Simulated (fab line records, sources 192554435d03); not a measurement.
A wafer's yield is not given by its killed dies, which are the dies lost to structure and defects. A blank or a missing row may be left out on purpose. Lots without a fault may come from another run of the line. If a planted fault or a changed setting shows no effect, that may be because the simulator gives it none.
fab line records ; flow n5_finfet
record: lots: 5; wafers: 14; last_day: 18
route steps=1938 shown BEOL_M3@1004 BEOL_M4@1111
lots with no fault: from the same line, run without faults
start_h: hours from the record's opening day to when the first of the lot's shown wafers began ; wait_h: hours since the lot's step before ; " same as the row above ; L1.1+2: a row that stands for several wafers ; - no value present, or no start provided ; * or withheld: withheld ; < > ~ a bound
route shown NAME@n: NAME is a module with steps in the file, n the number in the route of the first one ; usual: mean and standard deviation over wafers with no fault ; same: alike in all rows ; chamber/n: place in a boat ; sites: per-site readings ; _std_site: the values' standard deviation ; _edge_site: mean of outer sites minus mean of inner sites ; radius_mm: for every site, how far away it sits from the centre of the wafer ; mask NAME#n: copy n ; behind: the last tool/chamber to shape the wafer ; hold: cause of the lot's hold/its duration in hours/its outcome ; device: names the non-switching transistor (n, p or np) ; end of line: the same wafers' tests at the end of the route ; a step with no rows: only its recipe ; killed: at the first sort, the dies lost to defects and structure; wafer yield is something else ; map: dies across one wafer; x = killed, . = not, _ = none there
set.NAME: the setting the step ran with; set.NAME@STEP: the setting that earlier step ran with ; model.NAME: the simulator's own value behind a step, which no gauge read
a table for each step, a row for each wafer; lots at some steps of the route
services: from which hour (start_h, from the record's first day; less than 0 if before it) a tool's chamber was out of use, for how many hours, and why
== steps ==
step: N5_BEOL_M3_SPUTTER_90
recipe: material: Cu; target_thk_a: 45; temp_c: -20; chamber_pressure_pa: 0.07; power_w: withheld; time_s: 8.29
step: N5_BEOL_M3_ANNEAL_91
recipe: temp_c: 400; time_s: 240; ambient: vacuum
usual: heater_power_w: 817/81
lot.wafer;tool;chamber;start_h;wait_h;heater_power_w
L673.2;pvd_sputter-03;-;170.50;0.0;750
L673.3;pvd_sputter-03;-;170.50;0.0;790
L673.4;pvd_sputter-03;-;170.50;0.0;896
L677.3;pvd_sputter-03;-;204.09;0.0;817
L677.5;pvd_sputter-03;-;204.09;0.0;764
L685.3;pvd_sputter-03;-;244.24;0.0;811
L685.4;pvd_sputter-03;-;244.24;0.0;856
L685.6;pvd_sputter-03;-;244.24;0.0;730
L690.1;pvd_sputter-01;-;288.28;0.0;916
L690.2;pvd_sputter-01;-;288.28;0.0;808
L690.4;pvd_sputter-01;-;288.28;0.0;800
L691.3;pvd_sputter-01;-;290.12;0.0;726
L691.5;pvd_sputter-01;-;290.12;0.0;794
L691.6;pvd_sputter-01;-;290.12;0.0;899
step: N5_BEOL_M3_SPUTTER_92
recipe: material: Cu; target_thk_a: 45; temp_c: -20; chamber_pressure_pa: 0.07; power_w: withheld; time_s: 8.29
step: N5_BEOL_M3_ANNEAL_93
recipe: temp_c: 400; time_s: 240; ambient: vacuum
usual: heater_power_w: 817/78
lot.wafer;tool;chamber;start_h;wait_h;heater_power_w
L673.2;pvd_sputter-03;-;170.72;0.0;749
L673.3;pvd_sputter-03;-;170.72;0.0;820
L673.4;pvd_sputter-03;-;170.72;0.0;887
L677.3;pvd_sputter-03;-;204.31;0.0;822
L677.5;pvd_sputter-03;-;204.31;0.0;760
L685.3;pvd_sputter-03;-;244.46;0.0;797
L685.4;pvd_sputter-03;-;244.46;0.0;884
L685.6;pvd_sputter-03;-;244.46;0.0;749
L690.1;pvd_sputter-01;-;288.50;0.0;914
L690.2;pvd_sputter-01;-;288.50;0.0;805
L690.4;pvd_sputter-01;-;288.50;0.0;790
L691.3;pvd_sputter-01;-;290.34;0.0;718
L691.5;pvd_sputter-01;-;290.34;0.0;800
L691.6;pvd_sputter-01;-;290.34;0.0;902
step: N5_BEOL_M3_SPUTTER_94
recipe: material: Cu; target_thk_a: 45; temp_c: -20; chamber_pressure_pa: 0.07; power_w: withheld; time_s: 8.29
usual: substrate_temp_c: -20.00/0.1; throttle_valve_pct: 30.1/1.1
lot.wafer;tool;chamber;start_h;wait_h;substrate_temp_c;throttle_valve_pct
L673.2;pvd_sputter-03;-;170.86;0.1;-20.00;30.4
L673.3;pvd_sputter-03;-;170.86;0.1;-20.09;30.8
L673.4;pvd_sputter-03;-;170.86;0.1;-19.96;29.9
L677.3;pvd_sputter-03;-;204.45;0.1;-20.06;30.7
L677.5;pvd_sputter-03;-;204.45;0.1;-20.05;30.5
L685.3;pvd_sputter-03;-;244.60;0.1;-20.04;30.9
L685.4;pvd_sputter-03;-;244.60;0.1;-20.17;30.0
L685.6;pvd_sputter-03;-;244.60;0.1;-20.15;30.5
L690.1;pvd_sputter-01;-;288.64;0.1;-19.94;29.5
L690.2;pvd_sputter-01;-;288.64;0.1;-20.11;27.7
L690.4;pvd_sputter-01;-;288.64;0.1;-19.90;30.8
L691.3;pvd_sputter-01;-;290.48;0.1;-20.16;30.1
L691.5;pvd_sputter-01;-;290.48;0.1;-19.93;27.7
L691.6;pvd_sputter-01;-;290.48;0.1;-20.00;29.2
step: N5_BEOL_M3_ANNEAL_95
recipe: temp_c: 400; time_s: 240; ambient: vacuum
usual: heater_power_w: 816/79
lot.wafer;tool;chamber;start_h;wait_h;heater_power_w
L673.2;pvd_sputter-03;-;170.94;0.0;752
L673.3;pvd_sputter-03;-;170.94;0.0;829
L673.4;pvd_sputter-03;-;170.94;0.0;876
L677.3;pvd_sputter-03;-;204.53;0.0;835
L677.5;pvd_sputter-03;-;204.53;0.0;751
L685.3;pvd_sputter-03;-;244.68;0.0;813
L685.4;pvd_sputter-03;-;244.68;0.0;866
L685.6;pvd_sputter-03;-;244.68;0.0;746
L690.1;pvd_sputter-01;-;288.72;0.0;885
L690.2;pvd_sputter-01;-;288.72;0.0;777
L690.4;pvd_sputter-01;-;288.72;0.0;794
L691.3;pvd_sputter-01;-;290.56;0.0;730
L691.5;pvd_sputter-01;-;290.56;0.0;802
L691.6;pvd_sputter-01;-;290.56;0.0;895
step: N5_BEOL_M3_SPUTTER_96
recipe: material: Cu; target_thk_a: 45; temp_c: -20; chamber_pressure_pa: 0.07; power_w: withheld; time_s: 8.29
step: N5_BEOL_M3_ECD_50
recipe: material: Cu; target_thk_a: 3000
step: N5_BEOL_M3_ANNEAL_51
recipe: temp_c: 225; time_s: 90; ambient: N2
step: N5_BEOL_M3_CMP_52
recipe: stop_on: SiOC; t_overpolish_s: 6.8; down_force_psi: 1; platen_rpm: 50; clearing_platen_down_force_psi: 1.5; clearing_platen_rpm: 50; post_cmp_clean: cu_alkaline; target_thk_nm: 40; clearing_platen_pad_velocity_m_s: 0.99484; pad_velocity_m_s: 0.99484
step: N5_BEOL_M3_THK_MEAS_53
recipe: thk_meas_gauge: xrf; reads: Cu_of_BEOL_M3_ECD_50
usual: M3_THK: 40.2/1.4
lot.wafer;tool;chamber;start_h;wait_h;M3_THK[nm]
L673.2;film_metro-02;-;171.87;-;40.5
L673.3;film_metro-02;-;171.87;-;40.9
L673.4;film_metro-02;-;171.87;-;40.9
L677.3;film_metro-01;-;205.46;-;37.6
L677.5;film_metro-01;-;205.46;-;40.2
L685.3;film_metro-02;-;245.61;-;40.5
L685.4;film_metro-02;-;245.61;-;41.7
L685.6;film_metro-02;-;245.61;-;40.5
L690.1;film_metro-01;-;292.92;-;40.1
L690.2;film_metro-01;-;292.92;-;39.2
L690.4;film_metro-01;-;292.92;-;40.5
L691.3;film_metro-01;-;293.03;-;35.9
L691.5;film_metro-01;-;293.03;-;39.9
L691.6;film_metro-01;-;293.03;-;38.3
step: N5_BEOL_M3_PRE_CLEAN_60
recipe: gas: NH3/H2; time_s: 15; temp_c: *; rf_power_w: 300
usual: heater_power_w: 86/23
lot.wafer;tool;chamber;start_h;wait_h;heater_power_w
L673.2;cvd_co-02;1;171.90;0.0;98
L673.3;cvd_co-02;0;171.90;0.0;88
L673.4;cvd_co-02;1;171.90;0.0;96
L677.3;cvd_co-01;0;205.49;0.0;60
L677.5;cvd_co-01;2;205.49;0.0;126
L685.3;cvd_co-02;0;245.64;0.0;88
L685.4;cvd_co-02;1;245.64;0.0;99
L685.6;cvd_co-02;2;245.64;0.0;56
L690.1;cvd_co-01;2;292.96;0.0;123
L690.2;cvd_co-01;1;292.96;0.0;92
L690.4;cvd_co-01;1;292.96;0.0;94
L691.3;cvd_co-02;2;293.19;0.2;57
L691.5;cvd_co-02;2;293.19;0.2;55
L691.6;cvd_co-02;1;293.19;0.2;96
step: N5_BEOL_M3_CO_CAP_55
recipe: material: Co; target_thk_a: 20; temp_c: 200; precursor: CCTBA/H2; pressure_torr: 30; time_s: 102.1
usual: heater_power_w: 238/29; run_length_s: 125.0/0.57
lot.wafer;tool;chamber;start_h;wait_h;heater_power_w;run_length_s;model.Co_of_BEOL_M3_CO_CAP_55.thk_nm
L673.2;cvd_co-02;1;171.94;0.0;252;124.7;2.2
L673.3;cvd_co-02;0;171.94;0.0;236;125.7;2.2
L673.4;cvd_co-02;1;171.94;0.0;245;124.4;2
L677.3;cvd_co-01;0;205.53;0.0;212;102.0;1.6
L677.5;cvd_co-01;2;205.53;0.0;288;124.8;2.2
L685.3;cvd_co-02;0;245.68;0.0;243;125.3;2
L685.4;cvd_co-02;1;245.68;0.0;257;124.1;2
L685.6;cvd_co-02;2;245.68;0.0;202;125.7;2
L690.1;cvd_co-01;2;293.00;0.0;291;125.0;1.8
L690.2;cvd_co-01;1;293.00;0.0;249;124.2;2
L690.4;cvd_co-01;1;293.00;0.0;252;125.0;1.8
L691.3;cvd_co-02;2;293.23;0.0;198;125.1;2.2
L691.5;cvd_co-02;2;293.23;0.0;203;125.4;2
L691.6;cvd_co-02;1;293.23;0.0;248;124.1;2
step: N5_BEOL_M3_PRE_CLEAN_56
recipe: gas: NH3; time_s: 15; temp_c: withheld; rf_power_w: 300
step: N5_BEOL_M4_RC_MEAS_101
usual: DIBL_N: 35.9/1.3; DIBL_P: 35.9/1.5; IOFF_N: 0.152/0.023; IOFF_P: 0.204/0.027; ION_N: 673/9.2; ION_P: 462/6.7; SS_N: 71.4/0.48; SS_P: 73.2/0.55; VT_N: 250.3/2.6; VT_P: -250.6/3
lot.wafer;tool;chamber;start_h;wait_h;DIBL_N[mV/V];DIBL_P[mV/V];IOFF_N[nA/um];IOFF_P[nA/um];ION_N[uA/um];ION_P[uA/um];SS_N[mV/dec];SS_P[mV/dec];VT_N[mV];VT_P[mV]
L673.2;prober-02;0;188.53;0.2;35.0;36.3;0.157;0.219;679;465;71.6;73.4;252.0;-250.1
L673.3;prober-02;0;188.53;0.2;36.1;37.1;0.171;0.237;681;474;72.2;73.2;247.4;-248.6
L673.4;prober-02;0;188.53;0.2;36.8;38.3;0.189;0.255;680;469;72.4;73.5;245.9;-247.0
L677.3;prober-02;0;231.18;0.3;35.4;34.6;0.131;0.205;656;458;71.9;73.1;250.6;-250.5
L677.5;prober-02;0;231.18;0.3;37.2;36.7;0.159;0.238;677;466;71.5;73.3;252.4;-249.9
L685.3;prober-01;0;272.24;0.3;35.4;38.1;0.178;0.250;681;473;71.2;73.3;247.2;-245.2
L685.4;prober-01;0;272.24;0.3;34.4;36.4;0.150;0.228;680;473;71.3;73.2;251.1;-246.5
L685.6;prober-01;0;272.24;0.3;33.5;35.4;0.148;0.210;675;468;71.1;72.5;250.1;-246.4
L690.1;prober-01;0;305.26;0.0;35.4;35.3;0.154;0.214;675;465;71.7;73.1;248.0;-249.2
L690.2;prober-01;0;305.26;0.0;36.3;36.9;0.172;0.224;682;472;72.2;73.2;248.7;-248.2
L690.4;prober-01;0;305.26;0.0;35.1;35.6;0.152;0.211;676;466;71.2;73.2;249.4;-248.7
L691.3;prober-02;0;305.78;0.3;35.8;36.8;0.156;0.192;682;466;71.3;73.1;251.0;-251.5
L691.5;prober-02;0;305.78;0.3;36.3;36.9;0.171;0.197;675;458;71.6;73.2;247.3;-253.1
L691.6;prober-02;0;305.78;0.3;36.4;37.0;0.172;0.190;680;464;71.6;73.4;247.0;-253.9
== services ==
tool;chamber;start_h;hours;kind
pvd_sputter-03;-;186.76;4.3;repair
cvd_co-02;-;191.85;0.4;repair
cvd_co-01;-;214.39;6.0;pm
cvd_co-01;-;221.28;1.4;repair
cvd_co-02;-;288.86;4.3;pm
== key ==
first_sign: step: N5_BEOL_M3_CO_CAP_55; reading: run_length_s; direction: down; sigmas: 41; usual: *; struck: *
effect none on later readings
model_effect: step: N5_BEOL_M3_CO_CAP_55; value: Co_of_BEOL_M3_CO_CAP_55.thk_nm; without: 2; struck: 1.6
met_at N5_BEOL_M3_CO_CAP_55
struck_wafers L677.3
fault: kind: process_parameter_drift; tool: cvd_co-01; chamber: -; onset_h: 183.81; steps: N5_BEOL_M3_CO_CAP_55; channel: time_s; offset: *; shape: step; end_h: 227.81; scope: struck_wafers_only; acts_in: *; stated: *
